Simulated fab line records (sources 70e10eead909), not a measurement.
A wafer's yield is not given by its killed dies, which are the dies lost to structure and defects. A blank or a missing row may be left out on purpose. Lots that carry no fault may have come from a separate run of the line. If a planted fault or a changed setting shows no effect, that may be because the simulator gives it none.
fab line records | flow nandHarc | part 2 of 2: steps 5 to 6 of 6
record lots=22 wafers=66 lastDay=33
route steps=1302 shown A_STAIRCASE@740
lots untouched by any fault: they come from a run of this same line in which no faults occurred
startH: hours from the record's first day to the start of the lot's first wafer shown | waitH: how many hours have passed since the lot's step before this one | " unchanged from the row above | L1.1+2: a single row standing in for several wafers | - no value present, or no start provided | * or withheld: withheld | < > ~ a bound
route shown NAME@n: a module of which the file shows steps, and the number in the route of the first | usual: mean/standard deviation of fault-free wafers | same: alike in all rows | chamber/n: place in a boat | sites: per-site readings | _std_site: the values' standard deviation | _edge_site: inner sites' mean taken away from outer sites' mean | radiusMm: how far each site lies from the wafer's centre | mask NAME#n: copy n | behind: the tool/chamber that last shaped the wafer | hold: why the lot was held/for how many hours/how that ended | device: whichever transistor did not switch (one of n, p or np) | end of line: at the end of the route, the tests of the same wafers | for a step that has no rows: nothing shown but its recipe | killed: dies that structure and defects cost at the first sort, which is not the same as the wafer's yield | map: a wafer's dies, x killed, . not, _ none there
set.NAME: the setting as run; set.NAME@STEP: as run at that earlier step | model.NAME: the simulator's own value behind a step, which no gauge read
steps of the route over a sample of lots; a table a step, a row a wafer
services: a tool's chamber out of use, with start hour (startH, from the record's first day; less than 0 if before it), hours out, and reason
## steps
# step NHARC_A_STAIRCASE_HM_OPEN_457
# recipe o2FlowSccm=400 cosFlowSccm=20 arFlowSccm=0 rfW=500 biasW=300 chemistry=O2/COS
# usual cosFlowSccm=20.01/0.063 drypumpMotorCurrentA=5.7/0.45 oesProductAu=1.004/0.0067 rfVppV=467.8/2.4 showerheadPlenumPTorr=3.15/0.11 throttleValvePct=28.330/0.0079
# columns lot.wafer tool chamber startH waitH cosFlowSccm drypumpMotorCurrentA oesProductAu rfHoursCounterH rfVppV showerheadPlenumPTorr throttleValvePct
L074.1 rieDiel-10 0 - - 20.02 5.0 1.000 36 467.0 3.16 28.316
L074.2 " 1 " " 19.97 6.4 1.004 40 469.2 3.20 28.321
L074.6 " 0 " " 19.96 5.0 1.013 - 469.2 3.16 28.331
L075.1 rieDiel-01 3 - - 20.04 5.8 1.005 47 467.5 3.18 28.337
L075.3 " 1 " " 19.91 6.2 1.004 53 471.4 3.32 28.348
L075.6 " 0 " " 20.01 5.5 1.006 - 468.9 3.18 28.343
L076.3 rieDiel-05 3 - - 20.01 5.3 1.007 48 464.6 3.02 28.316
L076.4 " 1 " " 20.04 6.1 1.002 50 463.3 2.95 28.333
L076.2 " 2 " " 20.01 4.9 0.997 53 471.7 3.29 28.337
L077.1 rieDiel-01 1 - - 20.09 6.1 0.992 2 471.0 3.32 28.337
L077.5 " 2 " " 20.12 5.5 0.998 - 468.5 3.15 28.336
L077.6 " 3 " " 20.04 5.9 0.995 - 470.0 3.18 28.318
L078.4 rieDiel-10 1 - - 20.10 6.4 0.993 54 468.9 3.19 28.327
L078.5 " 2 " " 20.03 5.8 1.003 - 470.0 3.29 28.326
L078.6 " 3 " " 20.00 5.9 1.001 - 464.2 3.02 28.334
L079.2 rieDiel-01 0 - - 20.08 5.5 1.002 7 468.8 3.17 28.316
L079.5 " 1 " " 19.96 6.2 0.995 - 471.0 3.31 28.323
L079.6 " 2 " " 20.07 5.5 1.002 - 466.1 3.15 28.336
L080.1 rieDiel-05 3 - - 20.06 5.3 1.003 3 465.9 3.02 28.329
L080.4 " 2 " " 20.06 4.9 0.998 3 470.2 3.29 28.336
L080.6 " 0 " " 19.97 5.3 0.999 - 468.1 3.18 28.326
L081.3 rieDiel-10 3 - - 20.00 5.9 1.010 1 466.3 3.02 28.318
L081.1 " 0 " " 20.06 5.0 1.002 2 466.2 3.15 28.324
L081.6 " 2 " " 20.04 5.8 1.018 - 469.8 3.29 28.313
L082.4 rieDiel-10 2 - - 20.13 5.8 1.011 7 470.0 3.28 28.331
L082.1 " 0 " " 19.91 5.0 1.002 3 468.0 3.15 28.334
L082.2 " 1 " " 20.04 6.5 1.010 8 468.0 3.19 28.325
L083.1 rieDiel-10 3 - - 20.02 5.9 1.003 12 465.6 3.02 28.321
L083.5 " 0 " " 20.04 5.0 1.011 - 467.5 3.15 28.337
L083.6 " 1 " " 20.00 6.4 1.003 - 467.9 3.18 28.336
L084.2 rieDiel-05 2 - - 20.02 4.9 1.008 20 471.6 3.28 28.334
L084.3 " 3 " " 20.06 5.3 1.015 21 465.2 3.01 28.322
L084.5 " 3 " " 20.09 5.3 1.010 - 464.9 3.01 28.337
L086.3 rieDiel-01 0 - - 20.05 5.5 1.009 28 468.2 3.16 28.335
L086.2 " 1 " " 19.94 6.1 1.002 30 470.8 3.30 28.322
L086.1 " 2 " " 19.98 5.5 1.009 34 468.2 3.13 28.329
L087.4 rieDiel-01 3 - - 19.89 5.9 1.005 39 467.6 3.16 28.328
L087.6 " 1 " " 19.99 6.2 1.008 - 472.1 3.30 28.331
L087.5 " 2 " " 20.03 5.5 1.018 - 467.9 3.13 28.333
L089.3 rieDiel-05 1 - - 20.04 6.1 1.005 25 463.7 2.94 28.344
L089.6 " 3 " " 19.97 5.3 1.003 - 463.2 3.00 28.333
L089.5 " 0 " " 19.97 5.3 0.997 - 468.1 3.17 28.325
L088.3 rieDiel-05 1 - - 20.04 6.1 0.998 27 463.7 2.94 28.328
L088.4 " 2 " " 20.00 4.8 1.008 28 471.5 3.27 28.327
L088.1 " 0 " " 19.97 5.2 1.004 28 467.2 3.17 28.320
L090.3 rieDiel-10 3 - - 20.00 5.9 1.010 36 464.7 3.00 28.336
L090.1 " 1 " " 19.96 6.5 1.005 35 468.5 3.17 28.332
L090.5 " 2 " " 19.99 5.8 0.997 - 470.4 3.27 28.315
L091.2 rieDiel-05 3 - - 19.99 5.3 1.000 34 464.0 3.00 28.325
L091.1 " 2 " " 20.14 4.9 0.983 33 470.9 3.27 28.325
L091.5 " 0 " " 19.85 5.3 1.005 - 468.2 3.16 28.341
L095.1 rieDiel-01 3 - - 20.00 5.9 0.995 1 469.6 3.15 28.324
L095.2 " 0 " " 20.16 5.5 0.994 2 468.1 3.15 28.327
L095.5 " 2 " " 19.98 5.5 1.011 - 466.7 3.12 28.318
L094.4 rieDiel-10 0 - - 20.05 5.0 1.010 48 466.9 3.13 28.342
L094.1 " 1 " " 20.02 6.4 1.016 50 468.8 3.16 28.334
L094.6 " 0 " " 20.05 5.0 1.010 - 467.1 3.13 28.331
L093.1 rieDiel-01 1 - - 19.98 6.2 1.006 3 470.1 3.29 28.329
L093.6 " 0 " " 19.95 5.4 0.996 - 468.0 3.15 28.331
L093.5 " 1 " " 20.02 6.2 1.002 - 471.5 3.29 28.318
L096.3 rieDiel-10 3 - - 19.95 5.9 1.021 55 465.5 2.99 28.318
L096.1 " 1 " " 19.89 6.4 1.010 51 467.9 3.16 28.325
L096.6 " 3 " " 19.95 5.9 1.008 - 464.6 2.99 28.333
L097.2 rieDiel-01 3 - - 20.03 5.9 0.994 14 468.2 3.14 28.331
L097.4 " 0 " " 20.04 5.5 0.992 14 469.3 3.14 28.328
L097.1 " 2 " " 19.95 5.5 1.003 15 466.6 3.11 28.333
# step NHARC_A_STAIRCASE_DEP_301
# recipe targetThkA=300 targetThkNm=30 tempC=400 pressureTorr=3.5 flowSccm=200 rfW=350 material=SiON
# usual heaterPowerOuterW=451/65 heaterPowerW=740/120
# columns lot.wafer tool chamber startH waitH heaterPowerOuterW heaterPowerW
L074.2 pecvd-01 2 386.95 1.2 377 597
L074.1 " 0 " " 485 727
L074.6 " 1 " " 508 768
L075.3 pecvd-04 0 388.54 1.0 467 754
L075.1 " 1 " " 406 657
L075.6 " 2 " " 391 660
L076.2 pecvd-01 1 402.79 1.3 496 760
L076.3 " 0 " " 402 653
L076.4 " 2 " " 418 615
L077.1 pecvd-04 2 414.63 1.6 362 619
L077.6 " 2 " " 356 642
L077.5 " 0 " " 476 770
L078.5 pecvd-01 1 424.84 0.4 492 773
L078.4 " 2 " " 431 655
L078.6 " 0 " " 509 758
L079.2 pecvd-01 2 425.78 1.3 427 665
L079.5 " 1 " " 472 742
L079.6 " 0 " " 411 631
L080.1 pecvd-02 2 447.63 1.6 431 691
L080.4 " 1 " " 344 673
L080.6 " 2 " " 420 702
L081.3 pecvd-02 1 448.38 1.0 441 777
L081.1 " 0 " " 547 1022
L081.6 " 1 " " 451 772
L082.2 pecvd-02 1 466.98 1.2 394 715
L082.1 " 2 " " 466 778
L082.4 " 1 " " 400 724
L083.1 pecvd-04 0 478.70 1.6 531 831
L083.6 " 2 " " 366 624
L083.5 " 0 " " 528 842
L084.2 pecvd-04 0 488.86 1.3 457 724
L084.3 " 1 " " 438 720
L084.5 " 0 " " 462 753
L086.2 pecvd-02 2 500.38 1.3 500 751
L086.1 " 0 " " 601 1058
L086.3 " 1 " " 401 723
L087.6 pecvd-04 0 510.77 0.3 487 784
L087.4 " 1 " " 403 670
L087.5 " 2 " " 357 604
L089.3 pecvd-02 1 523.60 1.0 362 674
L089.6 " 1 " " 377 693
L089.5 " 2 " " 474 737
L088.3 pecvd-04 2 528.85 0.9 406 678
L088.1 " 0 " " 513 783
L088.4 " 1 " " 439 733
L091.2 pecvd-01 2 548.36 1.3 383 583
L091.1 " 0 " " 432 673
L091.5 " 0 " " 452 669
L090.3 pecvd-02 0 552.37 1.0 593 1057
L090.1 " 1 " " 391 733
L090.5 " 2 " " 497 774
L095.2 pecvd-04 2 584.67 1.2 387 662
L095.1 " 1 " " 424 694
L095.5 " 0 " " 455 735
L094.1 pecvd-02 1 586.11 1.5 429 758
L094.4 " 2 " " 454 727
L094.6 " 0 " " 620 1094
L093.1 pecvd-01 2 586.51 1.6 501 707
L093.6 " 0 " " 435 658
L093.5 " 1 " " 537 822
L096.1 pecvd-02 0 588.05 1.6 612 1068
L096.3 " 1 " " 443 778
L096.6 " 2 " " 460 744
L097.1 pecvd-01 1 625.46 1.6 525 835
L097.2 " 2 " " 417 623
L097.4 " 2 " " 428 611
## services
# columns tool chamber startH hours kind
rieDiel-01 - 352.43 0.6 repair
rieDiel-05 0 361.33 - clean
rieDiel-05 1 361.33 - clean
rieDiel-05 2 361.33 - clean
pecvd-01 2 365.08 4.3 repair
rieDiel-10 1 374.92 1.3 repair
rieDiel-10 2 379.05 2.2 repair
rieDiel-01 - 381.64 9.0 pm
pecvd-02 1 397.15 6.8 repair
rieDiel-05 - 406.83 9.0 pm
pecvd-02 - 408.00 13.0 pm
rieDiel-10 - 419.66 9.0 pm
rieDiel-05 - 425.45 2.7 repair
rieDiel-01 - 427.65 0.6 repair
pecvd-04 2 439.12 7.7 repair
pecvd-04 0 443.00 4.2 repair
pecvd-04 - 450.48 13.0 pm
pecvd-01 - 492.56 2.3 repair
pecvd-01 - 498.23 13.0 pm
pecvd-02 - 547.36 3.9 repair
rieDiel-01 - 558.64 9.0 pm
rieDiel-05 - 583.83 9.0 pm
pecvd-02 - 589.00 13.0 pm
rieDiel-10 - 596.66 9.0 pm
